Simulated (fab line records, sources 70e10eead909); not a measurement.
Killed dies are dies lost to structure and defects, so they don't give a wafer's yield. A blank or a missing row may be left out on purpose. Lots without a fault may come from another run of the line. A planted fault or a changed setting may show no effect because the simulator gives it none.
One fault seen from 2 desks | flow nand_harc | each desk has only its own numbers; what lay behind them comes last

THE TOOL OWNER'S DESK: pecvd-01
The tool's own readings at NHARC_A_SLIT_DEP_25 (deposits SiO2, target thk 200 nm): means of the sampled wafers that have a number, for each lot that ran on this tool. A lot is out of limits, marked OUT, if its mean lies more than 4 standard deviations from the usual mean; the brackets give that distance.
Columns: A = chamber_pressure_Torr at NHARC_A_SLIT_DEP_25, usual 6.500 Torr; B = flow_sccm at NHARC_A_SLIT_DEP_25, usual 2650 sccm; C = heater_power_outer_w at NHARC_A_SLIT_DEP_25, usual 323 W; D = heater_power_w at NHARC_A_SLIT_DEP_25, usual 599 W; E = throttle_valve_pct at NHARC_A_SLIT_DEP_25, usual 16.3 %
lot  | first seen here | A     | B    | C   | D   | E
L729 | day 19 14:49    | 6.508 | 2652 | 297 | 544 | 16.0
L730 | day 19 22:32    | 6.495 | 2664 | 317 | 575 | 16.1
L731 | day 21 04:51    | 6.497 | 2644 | 325 | 597 | 16.3
L743 | day 25 07:50    | 6.486 | 2653 | 294 | 563 | 16.2
L749 | day 28 04:36    | 6.507 | 2656 | 335 | 599 | 16.4
L750 | day 28 11:09    | 6.504 | 2654 | 355 | 629 | 16.3
This desk's finding: nothing out of limits on any of the 6 lots.

THE DEFECT DESK
What the inspections along the route counted, lot by lot: means of the sampled wafers that have a number. A lot is out of limits, marked OUT, if its mean lies more than 4 standard deviations from the usual mean; the brackets give that distance.
Columns: A = raw_defect_count at NHARC_A_SGD_CUT_INSPECT_11, usual 55
lot  | first seen here | A
L729 | day 19 05:50    | 18
L730 | day 19 15:52    | 123
L733 | day 20 22:04    | 62
L731 | day 20 22:30    | 16
L740 | day 23 21:56    | 70
L739 | day 23 22:07    | 79
L742 | day 24 19:21    | 17
L743 | day 25 00:31    | 74
L748 | day 27 05:21    | 55
L749 | day 27 20:57    | 11
L750 | day 28 04:10    | 50
L751 | day 28 06:02    | 72
This desk's finding: nothing out of limits on any of the 12 lots.

PUT TOGETHER
The tool owner's desk saw nothing out of limits.
The defect desk saw nothing out of limits.

WHAT THE SIMULATOR HAD PUT IN
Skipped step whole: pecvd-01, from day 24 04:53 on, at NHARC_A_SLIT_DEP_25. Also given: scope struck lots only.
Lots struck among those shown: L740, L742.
